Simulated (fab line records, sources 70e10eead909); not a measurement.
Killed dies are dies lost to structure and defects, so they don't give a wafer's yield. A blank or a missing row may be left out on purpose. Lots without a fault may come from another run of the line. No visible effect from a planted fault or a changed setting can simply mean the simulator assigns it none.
A struck lot beside a sound one ; flow nand_harc ; 22 steps out of a route of 1302
Sound: the wafers L772.1, L772.4, L772.6. Struck: wafers L781.1, L781.2, L781.3. The cause comes at the end.
For every step that has rows: the tool of each side, followed by ch and its chambers, followed by its first start. Under that, the readings that differ: sound wafers ; struck wafers ; difference of the means ; sigmas: that difference in standard deviations of wafers without a fault.
alike: readings whose means differ by less than 2 such deviations, and words and numbers that are the same on both sides. not compared: withheld readings, readings that some wafer has no value for, bounds like >300 that may hide the same value, and numbers for which the record gives no deviation and whose values overlap.
Wherever a step has rows on one side only, a row that says differs or no value, or a row with sigmas, the two part there. When numbers do not overlap yet have no deviation, they are printed without sigmas and do not part them. A reading that every wafer of one side lacks parts them only if that side has two wafers or more.

NHARC_P_CONTACT_CVD_23: deposits W, target thk 200 nm, time 557 s.
  sound on cvd_w-01 ch 0,1; struck on cvd_w-01 ch 0,1
  alike: heater_power_w, mfc_h2_sccm, throttle_valve_pct
NHARC_P_CONTACT_CMP_24: polishes, t overpolish 30 s, target thk 200 nm.
  sound on cmp-04 ch 0,2,3, day 6 12:47; struck on cmp-01 ch 1,2,3, day 10 04:41
reading;sound;struck;difference;sigmas
time_to_endpoint_s (s);43.3 41.7 43.4;39.2 38.5 36.0;-4.9;-2
  alike: edge_zone_pressure_frac, motor_current_A, overpolish_run_s, retaining_ring_pressure_frac
following that, these wafers have no rows for 1 step: NHARC_P_CONTACT_SRD_26.
NHARC_P_CONTACT_INSPECT_27:
  sound on defect_inspect-01, day 6 13:08; struck on defect_inspect-01, day 10 05:05
  alike: raw_defect_count
then, 7 steps without rows for these wafers: NHARC_P_M0_DEP_00 (deposits SiOC, target thk 150 nm); NHARC_P_M0_DEHYDRATE_01 (time 120 s); NHARC_P_M0_HMDS_02 (time 30 s); NHARC_P_M0_COAT_33 (time 65 s); NHARC_P_M0_COAT_03 (resist thk 90 nm); NHARC_P_M0_SOFTBAKE_04 (time 55 s); NHARC_P_M0_EBR_05.
NHARC_P_M0_EXPOSE_06: exposes mask P M0, target cd 90 nm.
  sound on arfi_scanner-02 ch 0, day 6 13:55; struck on arfi_scanner-03 ch 0, day 10 05:52
reading;sound;struck;difference;sigmas
exposure_dose_mJ_cm2;81.50 81.24 81.41;81.79 81.86 81.97;+0.49;+5
  alike: mask
then, 2 steps without rows for these wafers: NHARC_P_M0_PEB_07 (peb time 65 s); NHARC_P_M0_DEVELOP_08 (develop time 35 s).
NHARC_P_M0_CD_MEAS_09: target cd 90 nm.
  sound on cd_sem-03 ch 0, day 6 14:03; struck on cd_sem-01 ch 0, day 10 06:00
reading;sound;struck;difference;sigmas
cd_nm (nm);89.2 89.4 89.1;86.7 86.7 89.4;-1.6;-3
NHARC_P_M0_OVL_MEAS_10: pitch 180 nm.
  sound on overlay-02, day 6 14:08; struck on overlay-02, day 10 06:06
  alike: overlay_x_nm, overlay_y_nm
NHARC_P_M0_INSPECT_11:
  sound on defect_inspect-02, day 6 14:10; struck on defect_inspect-02, day 10 06:08
  alike: raw_defect_count
NHARC_P_M0_DESCUM_14: chemistry O2, time 3 s.
  sound on rie_diel-08 ch 0,1, day 6 14:14; struck on rie_diel-08 ch 0,1,2, day 10 06:12
reading;sound;struck;difference;sigmas
model.P_M0.cd_nm (nm);89.47 89.15 89.33;86.43 86.24 89.06;-2.07;
  alike: chamber_pressure_mTorr, drypump_motor_current_A, oes_product_au, rf_vpp_V, showerhead_plenum_p_Torr, throttle_valve_pct
  not compared: rf_hours_counter_h
NHARC_P_M0_ETCH_34: etches the open film in N2/H2, target depth 40 nm, overetch 12 nm, time 43.94 s.
  sound on rie_diel-08 ch 0,1,2, day 6 14:19; struck on rie_diel-08 ch 0,2,3, day 10 06:17
  alike: chamber_pressure_mTorr, drypump_motor_current_A, oes_product_au, rf_fwd_power_W, rf_vpp_V, showerhead_plenum_p_Torr, throttle_valve_pct
  not compared: rf_hours_counter_h
NHARC_P_M0_ETCH_15: etches the open film in C4F8/Ar, target depth 150 nm, overetch 15 nm, time 82.5 s.
  sound on rie_diel-08 ch 0,1,3; struck on rie_diel-08 ch 0,2,3
  alike: chamber_pressure_mTorr, oes_product_au, rf_fwd_power_W, rf_vpp_V
  not compared: rf_hours_counter_h, model.P_M0.cd_nm
NHARC_P_M0_CD_MEAS_16:
  sound on cd_sem-01, day 6 14:32; struck on cd_sem-02, day 10 06:30
reading;sound;struck;difference;sigmas
cd_nm (nm);89.6 89.1 89.1;86.5 86.5 89.3;-1.8;-3
-- jump in the record: it breaks off in module P_M0 and resumes in module END (first step shown: number 1302 of the route), and 18 days separate the struck wafers' starts before and after --
NHARC_END_SORT_01:
  sound on prober-01 ch 0, day 25 13:50; struck on prober-01 ch 0, day 28 04:08
reading;sound;struck;difference;sigmas
killed_at_other;0 0 0;4 4 2;+3;+3
killed_at_periphery;7 5 10;5 1 1;-5;-2
  alike: defect_limited_yield, killed_at_array, killed_dies, killed_open, killed_short

== WHERE THEY PART ==
At NHARC_P_CONTACT_CMP_24 first; at NHARC_END_SORT_01 last (within this record only).

WHY: what the simulator had put in
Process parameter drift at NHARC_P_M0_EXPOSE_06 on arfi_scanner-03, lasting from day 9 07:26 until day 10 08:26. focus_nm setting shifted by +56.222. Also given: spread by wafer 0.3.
